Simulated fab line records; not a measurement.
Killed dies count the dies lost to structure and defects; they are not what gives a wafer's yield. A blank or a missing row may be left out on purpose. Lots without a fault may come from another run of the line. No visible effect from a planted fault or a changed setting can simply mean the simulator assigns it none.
Matching of chambers -- flow nand-harc -- NHARC_A_CHANNEL_FILL_D2_ALD_25 on ald-hk-02 has 4 sister chambers
The step deposits SiOx, target thk 60 nm, pulse time 10 s, ald cycles 600. 4 wafers are shown with their chamber, then 8 later ones without.

WAFERS, EACH WITH ITS CHAMBER
wafer,chamber,heater-power-w (W)
L090.1,2,409
L090.2,1,440
L090.4,0,534
L092.4,3,532

WAFERS WITHOUT THEIR CHAMBER
wafer,heater-power-w (W)
L092.1,428
L092.5,542
L095.1,514
L095.2,525
L095.4,429
L096.3,550
L096.2,511
L096.6,435

EACH ONE'S CHAMBER
wafer,from the rows above,in truth
L092.1,can't be placed: 1 or 2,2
L092.5,can't be placed: 0 or 3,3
L095.1,can't be placed: 3 or 0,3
L095.2,can't be placed: 3 or 0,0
L095.4,can't be placed: 1 or 2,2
L096.3,can't be placed: 0 or 3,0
L096.2,can't be placed: 3 or 0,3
L096.6,can't be placed: 1 or 2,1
0 of 8 placed correctly. Unplaceable from these rows: 8, with the true chamber sitting among the candidates in 8. Placed wrongly: 0.
How it was worked out, from the rows above alone: a wafer's distance from a chamber is the root of the sum, over the readings, of the square of ((its reading less the chamber's mean) divided by the reading's scatter). The wafer belongs to the nearest chamber; if the next one is less than 2 further off, it can't be placed. The mean given for a chamber averages the wafers shown for that chamber. The scatter: with one shown wafer a chamber, the root of the mean of the squares of how far each hidden wafer lies from its nearest shown one.
